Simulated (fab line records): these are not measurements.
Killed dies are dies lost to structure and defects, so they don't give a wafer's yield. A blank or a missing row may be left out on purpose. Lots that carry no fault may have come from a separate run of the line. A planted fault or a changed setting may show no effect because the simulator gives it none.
Split-lot experiment / flow n5 finfet / on a route of 1938 steps: 7 lots, 21 wafers read

ON THE SPLIT
At N5_BEOL_M9_HM_DEP_02 (deposits TiN, target thk 20 nm), the setting target thk a was moved away from the recipe's 200 angstrom on 7 of the 21 wafers read, by -12.0% to +8.9%. The other wafers ran this setting at the recipe's value.

FROM THE SPLIT TO THE READING: what the file shows between them, 4 steps
- N5_BEOL_M9_COAT_59: time 60 s, resist thk 100 nm
- N5_BEOL_M9_COAT_60: time 60 s, resist thk 30 nm
- N5_BEOL_M9_STRIP_68: strips in N2/H2
- N5_BEOL_M9_STRIP_67: strips in CF4

THE READING
etch.depth nm (the simulator's own value, which no gauge read), in nm, at N5_BEOL_M9_HM_OPEN_17 (chemistry Cl2/BCl3, target TiN, target depth 20 nm, overetch 6 nm). No usual value for it is given in the file. Average 20.02 nm, standard deviation 0.21 nm, over the 14 wafers here run with the recipe.

wafer=L079.2; tool, chamber at the split=pvd sputter-01, -; target thk a as run, angstrom=200; against the recipe=recipe; etch.depth nm, nm=20.34; against lot-mates on the recipe=-
wafer=L079.5; tool, chamber at the split=pvd sputter-01, -; target thk a as run, angstrom=179.1; against the recipe=-10.5%; etch.depth nm, nm=18.4; against lot-mates on the recipe=-1.76
wafer=L079.6; tool, chamber at the split=pvd sputter-01, -; target thk a as run, angstrom=200; against the recipe=recipe; etch.depth nm, nm=19.98; against lot-mates on the recipe=-
wafer=L080.1; tool, chamber at the split=pvd sputter-01, -; target thk a as run, angstrom=181.7; against the recipe=-9.2%; etch.depth nm, nm=18.03; against lot-mates on the recipe=-1.43
wafer=L080.2; tool, chamber at the split=pvd sputter-01, -; target thk a as run, angstrom=181.7; against the recipe=-9.2%; etch.depth nm, nm=18.33; against lot-mates on the recipe=-1.13
wafer=L080.3; tool, chamber at the split=pvd sputter-01, -; target thk a as run, angstrom=200; against the recipe=recipe; etch.depth nm, nm=19.46; against lot-mates on the recipe=-
wafer=L082.4; tool, chamber at the split=pvd sputter-03, -; target thk a as run, angstrom=200; against the recipe=recipe; etch.depth nm, nm=20.05; against lot-mates on the recipe=-
wafer=L082.5; tool, chamber at the split=pvd sputter-03, -; target thk a as run, angstrom=207.8; against the recipe=+3.9%; etch.depth nm, nm=20.75; against lot-mates on the recipe=+0.64
wafer=L082.6; tool, chamber at the split=pvd sputter-03, -; target thk a as run, angstrom=200; against the recipe=recipe; etch.depth nm, nm=20.17; against lot-mates on the recipe=-
wafer=L088.1; tool, chamber at the split=pvd sputter-03, -; target thk a as run, angstrom=200; against the recipe=recipe; etch.depth nm, nm=20.26; against lot-mates on the recipe=-
wafer=L088.2; tool, chamber at the split=pvd sputter-03, -; target thk a as run, angstrom=200; against the recipe=recipe; etch.depth nm, nm=20.16; against lot-mates on the recipe=-
wafer=L088.5; tool, chamber at the split=pvd sputter-03, -; target thk a as run, angstrom=200; against the recipe=recipe; etch.depth nm, nm=19.96; against lot-mates on the recipe=-
wafer=L090.1; tool, chamber at the split=pvd sputter-03, -; target thk a as run, angstrom=200; against the recipe=recipe; etch.depth nm, nm=20.08; against lot-mates on the recipe=-
wafer=L090.3; tool, chamber at the split=pvd sputter-03, -; target thk a as run, angstrom=200; against the recipe=recipe; etch.depth nm, nm=19.89; against lot-mates on the recipe=-
wafer=L090.4; tool, chamber at the split=pvd sputter-03, -; target thk a as run, angstrom=200; against the recipe=recipe; etch.depth nm, nm=19.98; against lot-mates on the recipe=-
wafer=L094.2; tool, chamber at the split=pvd sputter-01, -; target thk a as run, angstrom=200; against the recipe=recipe; etch.depth nm, nm=20.15; against lot-mates on the recipe=-
wafer=L094.3; tool, chamber at the split=pvd sputter-01, -; target thk a as run, angstrom=175.9; against the recipe=-12.0%; etch.depth nm, nm=17.94; against lot-mates on the recipe=-2.21
wafer=L094.4; tool, chamber at the split=pvd sputter-01, -; target thk a as run, angstrom=175.9; against the recipe=-12.0%; etch.depth nm, nm=17.95; against lot-mates on the recipe=-2.20
wafer=L097.1; tool, chamber at the split=pvd sputter-01, -; target thk a as run, angstrom=217.7; against the recipe=+8.9%; etch.depth nm, nm=21.8; against lot-mates on the recipe=+1.88
wafer=L097.2; tool, chamber at the split=pvd sputter-01, -; target thk a as run, angstrom=200; against the recipe=recipe; etch.depth nm, nm=20.05; against lot-mates on the recipe=-
wafer=L097.4; tool, chamber at the split=pvd sputter-01, -; target thk a as run, angstrom=200; against the recipe=recipe; etch.depth nm, nm=19.8; against lot-mates on the recipe=-

THE FIT
A straight line over all 21 wafers: etch.depth nm changes by +0.182 nm for each +1% of target thk a; r = +0.98; the points scatter about the line by 0.21 nm.
The same after taking each lot's own level away (the mean of its wafers on the recipe; 21 wafers): +0.175 nm for each +1%; r = +0.99; scatter 0.17 nm.
On that fit, the largest move of target thk a shifts the reading by 2.1 nm.
The span of the lots' own levels, 19.460 to 20.160 nm, comes to 3.4 times the standard deviation stated above.
Consequently the slope shifts little with the lot-to-lot level, the two slopes agreeing.
Check: with one of the wafers moved furthest among these (-12.0%) left out of the fit, the line predicts -2.03 nm for it against its lot-mates. Against them it came out at -2.21 nm.

THE WHOLE CHAIN: every reading that the file lists as answering this split, in the file's order
step=N5_BEOL_M9_HM_DEP_02; what it does=deposits TiN, target thk 20 nm; reading=TiN_of_BEOL_M9_HM_DEP_02.thk nm (the simulator's own value, which no gauge read); change (the file's fit)=+0.176 nm for each +1% of the setting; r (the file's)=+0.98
step=N5_BEOL_M9_HM_OPEN_17; what it does=chemistry Cl2/BCl3, target TiN, target depth 20 nm, overetch 6 nm; reading=etch.depth nm (the simulator's own value, which no gauge read); change (the file's fit)=+0.175 nm for each +1% of the setting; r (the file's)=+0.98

FILE'S OWN FIT
etch.depth nm changes by +0.175 nm for each +1% of target thk a, r = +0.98.
